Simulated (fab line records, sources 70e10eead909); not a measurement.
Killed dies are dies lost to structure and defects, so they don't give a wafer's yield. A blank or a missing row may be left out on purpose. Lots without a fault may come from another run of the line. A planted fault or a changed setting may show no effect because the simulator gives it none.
fab line records | flow nand_harc
record lots=24 wafers=72 last_day=34
route steps=1302 shown P_M0@274 P_M1@295
lots that met no fault: from a run of the same line without faults
start_h: hours from the record's first day to the start of the lot's first wafer shown | wait_h: hours since the lot's step before | " the same as in the row above | L1.1+2: a row that stands for several wafers | - no value, or no start given | * or withheld: withheld | < > ~ a bound
route shown NAME@n: a module of which the file shows steps, and the number in the route of the first | usual: mean/standard deviation of fault-free wafers | same: alike in all rows | chamber/n: place in a boat | sites: the reading at each site | _std_site: their standard deviation | _edge_site: outer sites' mean less inner sites' | radius_mm: how far each site lies from the wafer's centre | mask NAME#n: copy n | behind: the tool/chamber that last shaped the wafer | hold: why the lot was held/for how many hours/how that ended | device: the transistor (n, p or np) that didn't switch | end of line: the same wafers' tests at the end of the route | a step without rows: its recipe alone | killed: dies lost to structure and defects at the first sort, not the wafer's yield | map: a wafer's dies, x killed, . not, _ none there
set.NAME: the setting as run; set.NAME@STEP: as run at that earlier step | model.NAME: the simulator's own value behind a step, which no gauge read
steps of the route over a sample of lots; a table a step, a row a wafer
services: from which hour (start_h, from the record's first day; less than 0 if before it) a tool's chamber was out of use, for how many hours, and why
## steps
# step NHARC_P_M0_PVD_20
# recipe target_thk_a=50 bias_v=168.6 power_w=15000 chamber_pressure_pa=0.12 time_s=8.06 substrate_temp_c=50 material=TaN
# usual throttle_valve_pct=29.6/1.1
# columns lot.wafer tool chamber start_h wait_h throttle_valve_pct
L075.1 pvd_sputter-02 - - - 30.4
L075.4 " - " " 29.6
L075.2 " - " " 30.4
L074.4 pvd_sputter-02 - - - 29.6
L074.3 " - " " 30.4
L074.1 " - " " 30.9
L077.3 pvd_sputter-01 - - - 29.3
L077.4 " - " " 29.9
L077.1 " - " " 28.7
L076.1 pvd_sputter-02 - - - 30.4
L076.2 " - " " 30.1
L076.6 " - " " 29.8
L078.2 pvd_sputter-01 - - - 28.8
L078.3 " - " " 29.2
L078.5 " - " " 29.3
L079.3 pvd_sputter-01 - - - 28.4
L079.4 " - " " 29.4
L079.6 " - " " 28.5
L080.4 pvd_sputter-03 - - - 29.6
L080.6 " - " " 28.0
L080.5 " - " " 27.9
L081.1 pvd_sputter-03 - - - 28.2
L081.2 " - " " 29.5
L081.5 " - " " 28.3
L082.3 pvd_sputter-01 - - - 28.8
L082.2 " - " " 30.1
L082.5 " - " " 29.3
L083.1 pvd_sputter-03 - - - 31.4
L083.3 " - " " 29.7
L083.5 " - " " 31.4
L084.3 pvd_sputter-02 - - - 31.2
L084.2 " - " " 30.0
L084.6 " - " " 31.0
L085.3 pvd_sputter-02 - - - 30.3
L085.2 " - " " 30.2
L085.6 " - " " 30.1
L086.1 pvd_sputter-03 - - - 29.6
L086.6 " - " " 28.0
L086.5 " - " " 28.2
L087.2 pvd_sputter-03 - - - 28.6
L087.1 " - " " 29.7
L087.5 " - " " 28.2
L088.2 pvd_sputter-01 - - - 30.5
L088.1 " - " " 30.1
L088.4 " - " " 29.5
L089.4 pvd_sputter-01 - - - 29.2
L089.3 " - " " 30.0
L089.5 " - " " 29.4
L090.2 pvd_sputter-03 - - - 29.7
L090.3 " - " " 27.9
L090.5 " - " " 28.4
L091.3 pvd_sputter-03 - - - 31.2
L091.5 " - " " 28.3
L091.6 " - " " 28.4
L092.4 pvd_sputter-03 - - - 29.6
L092.2 " - " " 28.3
L092.5 " - " " 31.1
L093.4 pvd_sputter-03 - - - 28.4
L093.2 " - " " 31.6
L093.6 " - " " 29.5
L094.3 pvd_sputter-01 - - - 30.9
L094.4 " - " " 29.1
L094.5 " - " " 29.9
L095.2 pvd_sputter-02 - - - 31.2
L095.1 " - " " 29.5
L095.5 " - " " 31.5
L096.3 pvd_sputter-03 - - - 28.7
L096.1 " - " " 31.4
L096.5 " - " " 28.1
L097.2 pvd_sputter-03 - - - 28.6
L097.3 " - " " 28.3
L097.6 " - " " 28.9
# step NHARC_P_M0_PVD_21
# recipe target_thk_a=300 chamber_pressure_pa=5 power_w=5000 substrate_temp_c=30 time_s=20.49 material=Cu
# usual throttle_valve_pct=29.6/1
# columns lot.wafer tool chamber start_h wait_h throttle_valve_pct
L075.1 pvd_sputter-02 - - - 30.3
L075.2 " - " " 29.9
L075.4 " - " " 30.4
L074.4 pvd_sputter-02 - - - 30.4
L074.3 " - " " 30.9
L074.1 " - " " 29.7
L077.4 pvd_sputter-01 - - - 29.7
L077.1 " - " " 29.3
L077.3 " - " " 29.0
L076.1 pvd_sputter-02 - - - 29.6
L076.2 " - " " 30.3
L076.6 " - " " 30.5
L078.3 pvd_sputter-01 - - - 29.4
L078.2 " - " " 29.1
L078.5 " - " " 28.6
L079.4 pvd_sputter-01 - - - 28.8
L079.3 " - " " 29.0
L079.6 " - " " 28.9
L080.4 pvd_sputter-03 - - - 28.0
L080.5 " - " " 27.8
L080.6 " - " " 28.4
L081.2 pvd_sputter-03 - - - 31.4
L081.1 " - " " 29.3
L081.5 " - " " 28.0
L082.3 pvd_sputter-01 - - - 28.8
L082.2 " - " " 28.9
L082.5 " - " " 29.5
L083.1 pvd_sputter-03 - - - 31.5
L083.3 " - " " 28.0
L083.5 " - " " 31.3
L084.2 pvd_sputter-02 - - - 29.5
L084.3 " - " " 30.5
L084.6 " - " " 30.4
L085.3 pvd_sputter-02 - - - 30.8
L085.2 " - " " 30.2
L085.6 " - " " 30.2
L086.1 pvd_sputter-03 - - - 28.2
L086.6 " - " " 28.2
L086.5 " - " " 28.3
L087.2 pvd_sputter-03 - - - 29.4
L087.1 " - " " 28.0
L087.5 " - " " 31.6
L088.1 pvd_sputter-01 - - - 29.9
L088.2 " - " " 30.5
L088.4 " - " " 29.9
L089.3 pvd_sputter-01 - - - 29.7
L089.4 " - " " 30.1
L089.5 " - " " 29.8
L090.3 pvd_sputter-03 - - - 29.3
L090.2 " - " " 28.2
L090.5 " - " " 29.5
L091.3 pvd_sputter-03 - - - 28.3
L091.6 " - " " 31.3
L091.5 " - " " 29.4
L092.2 pvd_sputter-03 - - - 28.3
L092.4 " - " " 31.4
L092.5 " - " " 28.0
L093.4 pvd_sputter-03 - - - 28.3
L093.2 " - " " 28.3
L093.6 " - " " 31.4
L094.3 pvd_sputter-01 - - - 29.0
L094.4 " - " " 29.8
L094.5 " - " " 29.2
L095.2 pvd_sputter-02 - - - 30.5
L095.1 " - " " 29.4
L095.5 " - " " 30.1
L096.1 pvd_sputter-03 - - - 28.2
L096.3 " - " " 31.4
L096.5 " - " " 28.0
L097.2 pvd_sputter-03 - - - 28.6
L097.3 " - " " 30.5
L097.6 " - " " 29.9
# step NHARC_P_M1_CD_MEAS_09
# recipe target_cd_nm=130 landing_energy_ev=500
# usual cd_nm=130.1/0.49
# columns lot.wafer tool chamber start_h wait_h cd_nm
L075.1 cd_sem-02 0 140.94 - 129.9
L075.2 " 0 " " 129.6
L075.4 " 0 " " 130.0
L074.1 cd_sem-02 0 142.30 - 129.2
L074.3 " 0 " " 130.1
L074.4 " 0 " " 129.2
L077.1 cd_sem-03 0 158.61 - 129.6
L077.3 " 0 " " 130.0
L077.4 " 0 " " 130.0
L076.1 cd_sem-02 0 158.88 - 130.2
L076.2 " 0 " " 130.8
L076.6 " 0 " " 130.2
L078.2 cd_sem-03 0 171.47 - 130.8
L078.3 " 0 " " 129.9
L078.5 " 0 " " 130.2
L079.3 cd_sem-03 0 185.76 - 130.3
L079.4 " 0 " " 130.6
L079.6 " 0 " " 130.3
L080.4 cd_sem-02 0 187.59 - 129.7
L080.5 " 0 " " 128.9
L080.6 " 0 " " 129.5
L081.1 cd_sem-01 0 193.51 - 130.5
L081.2 " 0 " " 130.4
L081.5 " 0 " " 129.9
L082.2 cd_sem-01 0 207.27 - 129.6
L082.3 " 0 " " 130.3
L082.5 " 0 " " 130.2
L083.1 cd_sem-02 0 212.11 - 130.4
L083.3 " 0 " " 130.1
L083.5 " 0 " " 129.4
L084.2 cd_sem-01 0 230.59 - 131.0
L084.3 " 0 " " 130.2
L084.6 " 0 " " 129.8
L085.2 cd_sem-02 0 236.25 - 130.7
L085.3 " 0 " " 130.5
L085.6 " 0 " " 129.9
L086.1 cd_sem-02 0 244.31 - 130.4
L086.5 " 0 " " 130.8
L086.6 " 0 " " 130.3
L087.1 cd_sem-03 0 254.14 - 130.0
L087.2 " 0 " " 130.3
L087.5 " 0 " " 130.8
L088.1 cd_sem-03 0 271.09 - 130.1
L088.2 " 0 " " 130.1
L088.4 " 0 " " 130.4
L089.3 cd_sem-03 0 276.65 - 130.8
L089.4 " 0 " " 130.1
L089.5 " 0 " " 129.8
L090.2 cd_sem-03 0 293.20 - 130.7
L090.3 " 0 " " 130.2
L090.5 " 0 " " 130.5
L091.3 cd_sem-02 0 301.22 - 130.8
L091.5 " 0 " " 130.3
L091.6 " 0 " " 130.4
L092.2 cd_sem-03 0 307.30 - 130.5
L092.4 " 0 " " 129.8
L092.5 " 0 " " 129.7
L093.2 cd_sem-03 0 316.08 - 130.5
L093.4 " 0 " " 130.6
L093.6 " 0 " " 130.3
L094.3 cd_sem-01 0 321.75 - 130.0
L094.4 " 0 " " 130.0
L094.5 " 0 " " 129.5
L095.1 cd_sem-02 0 333.35 - 129.9
L095.2 " 0 " " 130.2
L095.5 " 0 " " 130.0
L096.1 cd_sem-03 0 347.12 - 129.4
L096.3 " 0 " " 129.5
L096.5 " 0 " " 129.6
L097.2 cd_sem-02 0 361.96 - 130.3
L097.3 " 0 " " 130.2
L097.6 " 0 " " 130.3
# step NHARC_P_M1_DESCUM_14
# recipe time_s=3 o2_flow_sccm=200 ar_flow_sccm=0 bias_power_w=0 chemistry=O2
# usual drypump_motor_current_A=5.8/0.44 oes_product_au=1.000/0.0085 rf_vpp_V=57.9/0.89 showerhead_plenum_p_Torr=1.95/0.059 throttle_valve_pct=11.311/0.0091
# columns lot.wafer tool chamber start_h wait_h drypump_motor_current_A oes_product_au rf_hours_counter_h rf_vpp_V showerhead_plenum_p_Torr throttle_valve_pct
L075.1 rie_diel-12 2 141.13 0.1 5.4 0.988 4 58.5 1.92 11.311
L075.4 " 3 " " 5.9 0.996 3 58.3 2.01 11.296
L075.2 " 1 " " 5.1 1.001 4 58.3 1.95 11.320
L074.4 rie_diel-12 0 142.49 0.1 6.0 1.003 3 57.5 2.03 11.321
L074.1 " 1 " " 5.1 0.989 4 58.2 1.95 11.305
L074.3 " 2 " " 5.3 0.979 4 57.5 1.92 11.310
L077.3 rie_diel-12 1 158.81 0.1 5.1 1.006 6 58.6 1.95 11.317
L077.1 " 3 " " 5.9 0.991 5 58.1 2.01 11.316
L077.4 " 3 " " 5.9 0.992 - 59.3 2.01 11.318
L076.2 rie_diel-10 3 159.08 0.1 6.7 1.010 3 58.0 1.87 11.311
L076.1 " 0 " " 5.7 0.992 4 58.5 1.90 11.322
L076.6 " 1 " " 5.6 0.997 - 58.2 2.04 11.314
L078.3 rie_diel-12 1 171.65 0.1 5.1 1.002 7 58.3 1.95 11.297
L078.2 " 3 " " 5.9 1.002 5 57.7 2.00 11.316
L078.5 " 0 " " 6.0 1.007 - 57.0 2.03 11.315
L079.4 rie_diel-10 0 185.94 0.1 5.7 1.006 6 57.4 1.90 11.301
L079.3 " 3 " " 6.7 0.995 5 57.2 1.87 11.322
L079.6 " 0 " " 5.7 1.012 - 56.4 1.90 11.318
L080.4 rie_diel-10 1 187.77 0.1 5.7 1.002 6 58.8 2.04 11.302
L080.6 " 1 " " 5.7 0.993 - 57.5 2.04 11.308
L080.5 " 2 " " 6.2 1.005 - 57.0 1.94 11.319
L081.2 rie_diel-03 3 193.71 0.1 5.5 1.001 29 57.9 1.93 11.317
L081.1 " 1 " " 5.4 0.993 29 59.2 1.94 11.315
L081.5 " 3 " " 5.6 0.994 - 57.1 1.93 11.314
L082.3 rie_diel-12 1 207.46 0.1 5.1 1.002 10 58.4 1.95 11.318
L082.2 " 3 " " 5.9 0.996 9 57.8 2.00 11.316
L082.5 " 1 " " 5.0 1.007 - 57.9 1.95 11.302
L083.1 rie_diel-12 2 212.29 0.1 5.3 0.986 8 57.6 1.92 11.313
L083.3 " 0 " " 6.0 0.989 10 58.2 2.03 11.294
L083.5 " 3 " " 5.9 0.982 - 55.9 2.00 11.296
L084.2 rie_diel-10 3 230.78 0.1 6.7 1.001 8 56.1 1.87 11.318
L084.3 " 1 " " 5.7 1.010 8 57.9 2.04 11.320
L084.6 " 2 " " 6.2 1.004 - 57.7 1.94 11.320
L085.2 rie_diel-12 1 236.43 0.1 5.1 0.992 12 57.6 1.95 11.306
L085.3 " 3 " " 5.9 0.998 11 58.6 2.00 11.332
L085.6 " 1 " " 5.1 1.009 - 57.7 1.95 11.307
L086.1 rie_diel-12 0 244.52 0.1 5.9 0.994 12 58.6 2.03 11.302
L086.6 " 1 " " 5.1 1.001 - 58.1 1.95 11.317
L086.5 " 2 " " 5.4 0.986 - 57.8 1.91 11.312
L087.1 rie_diel-12 1 254.32 0.1 5.1 1.003 14 57.4 1.95 11.319
L087.2 " 2 " " 5.4 0.987 11 57.4 1.91 11.308
L087.5 " 2 " " 5.3 0.993 - 58.2 1.91 11.304
L088.2 rie_diel-10 1 271.29 0.1 5.7 0.999 1 57.1 2.04 11.319
L088.1 " 2 " " 6.2 1.013 2 59.4 1.93 11.306
L088.4 " 3 " " 6.7 1.008 2 59.8 1.87 11.309
L089.3 rie_diel-10 3 276.83 0.1 6.7 1.005 3 57.2 1.87 11.319
L089.4 " 0 " " 5.7 0.997 3 57.5 1.90 11.317
L089.5 " 3 " " 6.7 0.996 - 57.6 1.87 11.305
L090.3 rie_diel-10 0 293.38 0.1 5.7 0.999 3 57.2 1.90 11.322
L090.2 " 2 " " 6.2 1.001 3 57.7 1.93 11.308
L090.5 " 1 " " 5.7 1.005 - 58.0 2.04 11.305
L091.3 rie_diel-10 1 301.40 0.1 5.7 1.012 3 58.6 2.04 11.317
L091.5 " 1 " " 5.7 1.000 - 60.2 2.04 11.324
L091.6 " 2 " " 6.2 1.001 - 58.1 1.93 11.315
L092.2 rie_diel-12 1 307.50 0.1 5.1 1.002 3 58.5 1.94 11.323
L092.4 " 2 " " 5.3 1.000 3 57.7 1.91 11.295
L092.5 " 3 " " 5.9 0.983 - 56.8 2.00 11.302
L093.2 rie_diel-10 1 316.26 0.1 5.7 0.988 4 57.2 2.04 11.311
L093.4 " 0 " " 5.7 1.005 4 56.4 1.90 11.311
L093.6 " 2 " " 6.2 1.013 - 58.1 1.93 11.327
L094.4 rie_diel-10 0 321.93 0.1 5.7 1.002 4 57.1 1.90 11.329
L094.3 " 2 " " 6.2 1.003 4 58.2 1.93 11.299
L094.5 " 0 " " 5.7 1.001 - 57.9 1.90 11.308
L095.1 rie_diel-10 2 333.55 0.1 6.2 1.015 5 57.1 1.93 11.315
L095.2 " 3 " " 6.7 1.001 5 58.4 1.87 11.310
L095.5 " 0 " " 5.7 1.004 - 58.0 1.90 11.314
L096.3 rie_diel-12 2 347.31 0.1 5.3 0.980 6 57.2 1.91 11.303
L096.1 " 3 " " 5.9 0.989 7 58.3 2.00 11.305
L096.5 " 3 " " 5.9 0.994 - 58.5 2.00 11.308
L097.2 rie_diel-10 2 362.14 0.1 6.2 1.016 7 57.7 1.93 11.326
L097.3 " 0 " " 5.7 1.014 7 56.9 1.90 11.308
L097.6 " 0 " " 5.7 1.005 - 56.0 1.90 11.322
# step NHARC_P_M1_ETCH_15
# recipe target_depth_a=1825 time_s=91.2 c4f8_flow_sccm=withheld ar_flow_sccm=400 rf_w=600 bias_w=300 chemistry=C4F8/Ar
# usual oes_product_au=0.957/0.021 rf_vpp_V=441.8/2
# columns lot.wafer tool chamber start_h wait_h oes_product_au rf_hours_counter_h rf_vpp_V
L075.1 rie_diel-12 0 - - 0.974 3 444.9
L075.4 " 1 " " 0.976 4 442.2
L075.2 " 3 " " 0.952 3 443.3
L074.3 rie_diel-12 0 - - 0.968 3 444.6
L074.1 " 1 " " 0.987 4 441.9
L074.4 " 2 " " 0.967 4 441.9
L077.3 rie_diel-12 1 - - 0.958 6 443.0
L077.1 " 0 " " 0.958 5 443.9
L077.4 " 3 " " 0.943 - 443.5
L076.2 rie_diel-10 0 - - 0.961 4 440.7
L076.1 " 1 " " 0.950 4 445.8
L076.6 " 0 " " 0.973 - 440.6
L078.3 rie_diel-12 3 - - 0.958 5 442.5
L078.2 " 0 " " 0.964 6 444.9
L078.5 " 1 " " 0.970 - 442.8
L079.3 rie_diel-10 2 - - 0.930 5 439.8
L079.4 " 0 " " 0.926 6 440.5
L079.6 " 2 " " 0.933 - 440.9
L080.4 rie_diel-10 2 - - 0.968 5 440.7
L080.6 " 2 " " 0.963 - 441.2
L080.5 " 3 " " 0.917 - 439.4
L081.2 rie_diel-03 3 - - 0.958 29 441.0
L081.1 " 2 " " 0.947 30 437.8
L081.5 " 3 " " 0.959 - 441.0
L082.2 rie_diel-12 3 - - 0.970 9 444.2
L082.3 " 1 " " 0.970 10 443.5
L082.5 " 3 " " 0.972 - 442.8
L083.3 rie_diel-12 1 - - 0.922 11 441.2
L083.1 " 3 " " 0.916 9 443.7
L083.5 " 1 " " 0.925 - 442.3
L084.3 rie_diel-10 3 - - 0.965 8 439.0
L084.2 " 1 " " 0.976 8 444.4
L084.6 " 3 " " 0.960 - 437.7
L085.3 rie_diel-12 0 - - 0.977 11 443.8
L085.2 " 1 " " 0.972 12 441.7
L085.6 " 0 " " 0.979 - 445.3
L086.1 rie_diel-12 0 - - 0.988 12 443.9
L086.5 " 2 " " 0.951 - 440.4
L086.6 " 3 " " 0.976 - 443.5
L087.1 rie_diel-12 1 - - 0.975 14 442.6
L087.2 " 2 " " 0.933 11 441.3
L087.5 " 2 " " 0.941 - 441.3
L088.2 rie_diel-10 2 - - 0.983 2 439.8
L088.1 " 0 " " 0.964 2 441.3
L088.4 " 1 " " 0.973 1 445.6
L089.4 rie_diel-10 2 - - 0.942 2 441.4
L089.3 " 3 " " 0.926 3 438.9
L089.5 " 3 " " 0.924 - 438.4
L090.2 rie_diel-10 2 - - 0.989 3 442.6
L090.3 " 0 " " 0.962 3 440.6
L090.5 " 3 " " 0.986 - 439.7
L091.3 rie_diel-10 3 - - 0.928 4 439.1
L091.5 " 2 " " 0.924 - 440.7
L091.6 " 3 " " 0.927 - 439.8
L092.2 rie_diel-12 0 - - 0.959 4 444.7
L092.4 " 1 " " 0.981 4 440.9
L092.5 " 3 " " 0.949 - 443.4
L093.2 rie_diel-10 3 - - 0.977 4 439.4
L093.4 " 1 " " 0.954 4 444.4
L093.6 " 0 " " 0.976 - 440.9
L094.4 rie_diel-10 1 - - 0.976 4 443.2
L094.3 " 3 " " 0.969 4 439.7
L094.5 " 1 " " 0.975 - 445.3
L095.2 rie_diel-10 1 - - 0.960 5 445.0
L095.1 " 2 " " 0.996 5 440.1
L095.5 " 3 " " 0.995 - 440.4
L096.3 rie_diel-12 3 - - 0.956 7 442.4
L096.1 " 2 " " 0.956 6 438.5
L096.5 " 0 " " 0.990 - 445.2
L097.3 rie_diel-10 0 - - 0.935 7 438.6
L097.2 " 3 " " 0.932 7 440.2
L097.6 " 3 " " 0.930 - 439.8
# step NHARC_P_M1_ETCH_28
# recipe target_depth_a=300 over_etch_frac=0.3 time_s=72.99 ion_energy_ev=150 cf4_flow_sccm=50 n2_flow_sccm=100 ar_flow_sccm=150 rf_w=300 bias_w=100 chemistry=CF4/N2
# usual drypump_motor_current_A=5.7/0.42 oes_product_au=0.997/0.0083 rf_vpp_V=314.7/1.5 showerhead_plenum_p_Torr=2.66/0.078 throttle_valve_pct=19.795/0.0096
# columns lot.wafer tool chamber start_h wait_h drypump_motor_current_A oes_product_au rf_hours_counter_h rf_vpp_V showerhead_plenum_p_Torr throttle_valve_pct
L075.2 rie_diel-10 1 - - 5.7 0.993 3 316.9 2.79 19.788
L075.4 " 3 " " 6.7 0.995 3 314.0 2.57 19.803
L075.1 " 0 " " 5.7 1.005 3 314.9 2.61 19.802
L074.1 rie_diel-12 1 - - 5.1 1.001 4 314.2 2.67 19.791
L074.3 " 2 " " 5.3 0.990 4 314.8 2.63 19.793
L074.4 " 0 " " 5.9 0.999 4 317.6 2.78 19.803
L077.3 rie_diel-12 1 - - 5.1 0.998 6 314.5 2.67 19.781
L077.1 " 3 " " 5.9 0.980 5 316.9 2.75 19.791
L077.4 " 1 " " 5.1 1.002 - 315.4 2.67 19.777
L076.1 rie_diel-12 3 - - 5.9 0.994 5 316.8 2.74 19.792
L076.2 " 1 " " 5.1 1.011 6 313.9 2.67 19.791
L076.6 " 1 " " 5.1 1.006 - 315.8 2.67 19.782
L078.3 rie_diel-03 2 - - 6.0 0.994 19 312.7 2.54 19.793
L078.2 " 3 " " 5.5 1.001 20 315.1 2.65 19.794
L078.5 " 0 " " 5.8 1.006 - 312.9 2.58 19.797
L079.4 rie_diel-12 2 - - 5.3 0.986 6 314.5 2.63 19.790
L079.3 " 3 " " 5.9 1.000 7 316.2 2.74 19.793
L079.6 " 1 " " 5.1 1.007 - 313.6 2.67 19.796
L080.4 rie_diel-12 2 - - 5.3 0.984 6 314.0 2.63 19.805
L080.5 " 0 " " 6.0 1.001 - 317.8 2.78 19.799
L080.6 " 1 " " 5.1 0.999 - 315.0 2.67 19.807
L081.1 rie_diel-03 3 - - 5.6 0.997 29 315.0 2.64 19.794
L081.2 " 1 " " 5.4 0.994 29 314.9 2.65 19.778
L081.5 " 3 " " 5.5 0.999 - 314.1 2.64 19.790
L082.2 rie_diel-10 2 - - 6.2 1.014 6 315.7 2.65 19.816
L082.3 " 0 " " 5.7 1.000 6 313.1 2.61 19.805
L082.5 " 1 " " 5.7 0.991 - 317.1 2.79 19.810
L083.3 rie_diel-03 1 - - 5.4 0.989 38 313.4 2.65 19.810
L083.1 " 2 " " 6.0 0.994 39 313.0 2.53 19.789
L083.5 " 3 " " 5.5 1.002 - 314.6 2.64 19.785
L084.3 rie_diel-10 2 - - 6.2 0.991 8 315.9 2.65 19.790
L084.2 " 3 " " 6.7 0.983 8 313.2 2.57 19.804
L084.6 " 1 " " 5.7 0.986 - 315.8 2.79 19.803
L085.2 rie_diel-03 1 - - 5.4 0.993 44 315.4 2.65 19.786
L085.3 " 2 " " 6.1 0.987 46 312.4 2.52 19.783
L085.6 " 1 " " 5.4 0.991 - 314.1 2.65 19.790
L086.1 rie_diel-12 0 - - 5.9 0.992 12 315.6 2.78 19.794
L086.5 " 1 " " 5.1 0.992 - 315.5 2.67 19.806
L086.6 " 2 " " 5.4 0.986 - 315.2 2.63 19.793
L087.1 rie_diel-10 0 - - 5.7 1.001 0 314.5 2.61 19.792
L087.2 " 2 " " 6.2 1.007 0 314.5 2.65 19.782
L087.5 " 1 " " 5.7 1.001 - 317.1 2.79 19.803
L088.1 rie_diel-03 0 - - 5.8 1.006 37 312.8 2.57 19.789
L088.4 " 1 " " 5.4 0.996 58 315.5 2.64 19.802
L088.2 " 3 " " 5.6 0.991 54 314.6 2.63 19.803
L089.3 rie_diel-03 3 - - 5.5 1.007 55 314.9 2.63 19.805
L089.4 " 0 " " 5.8 1.004 38 313.4 2.57 19.810
L089.5 " 3 " " 5.5 0.998 - 314.2 2.63 19.795
L090.2 rie_diel-12 3 - - 5.9 0.986 2 316.7 2.74 19.787
L090.3 " 0 " " 6.0 0.994 2 316.0 2.78 19.788
L090.5 " 2 " " 5.3 0.981 - 314.2 2.63 19.774
L091.3 rie_diel-10 0 - - 5.7 1.000 4 314.4 2.61 19.793
L091.5 " 2 " " 6.2 1.009 - 313.3 2.65 19.813
L091.6 " 3 " " 6.7 1.006 - 313.0 2.57 19.821
L092.2 rie_diel-10 0 - - 5.7 1.003 4 313.2 2.61 19.802
L092.4 " 1 " " 5.7 0.999 4 317.4 2.79 19.793
L092.5 " 2 " " 6.2 1.011 - 314.3 2.65 19.793
L093.2 rie_diel-12 1 - - 5.1 0.997 4 314.2 2.67 19.798
L093.4 " 2 " " 5.4 0.985 4 315.1 2.62 19.801
L093.6 " 1 " " 5.1 1.009 - 313.4 2.67 19.776
L094.4 rie_diel-12 3 - - 5.9 1.003 4 316.7 2.74 19.809
L094.3 " 0 " " 6.0 0.995 4 316.1 2.78 19.809
L094.5 " 3 " " 5.9 0.994 - 316.5 2.74 19.801
L095.2 rie_diel-12 0 - - 6.0 0.997 6 316.5 2.77 19.811
L095.1 " 3 " " 5.9 0.996 6 316.9 2.74 19.792
L095.5 " 1 " " 5.1 0.996 - 314.5 2.67 19.783
L096.3 rie_diel-03 3 - - 5.5 0.989 20 315.4 2.62 19.809
L096.1 " 0 " " 5.8 1.006 20 313.2 2.56 19.785
L096.5 " 3 " " 5.5 0.993 - 313.0 2.62 19.792
L097.3 rie_diel-10 3 - - 6.7 1.007 7 313.2 2.57 19.795
L097.2 " 2 " " 6.2 1.004 7 315.2 2.65 19.788
L097.6 " 2 " " 6.2 1.007 - 314.5 2.65 19.798
## services
# columns tool chamber start_h hours kind
rie_diel-12 0 125.19 - clean
rie_diel-12 1 125.19 - clean
rie_diel-12 2 147.20 34.8 repair
pvd_sputter-03 - 153.83 7.6 repair
pvd_sputter-03 - 170.00 10.0 pm
pvd_sputter-02 - 182.06 2.1 repair
rie_diel-03 0 183.20 36.3 repair
pvd_sputter-01 - 187.27 10.6 repair
pvd_sputter-03 - 222.02 7.3 repair
pvd_sputter-01 - 226.00 10.0 pm
rie_diel-03 0 228.23 12.8 repair
rie_diel-03 3 239.69 9.6 repair
rie_diel-10 - 242.59 9.0 pm
rie_diel-12 - 255.20 0.8 repair
rie_diel-12 - 268.69 9.0 pm
rie_diel-03 - 281.40 9.0 pm
pvd_sputter-02 - 282.00 10.0 pm
pvd_sputter-01 - 282.81 4.6 repair
pvd_sputter-03 - 316.63 3.9 repair
rie_diel-12 2 330.61 4.0 repair
pvd_sputter-01 - 342.44 34.1 repair
pvd_sputter-03 - 348.00 10.0 pm
rie_diel-10 1 348.33 15.1 repair
rie_diel-03 3 359.65 8.8 repair
## key
fault none
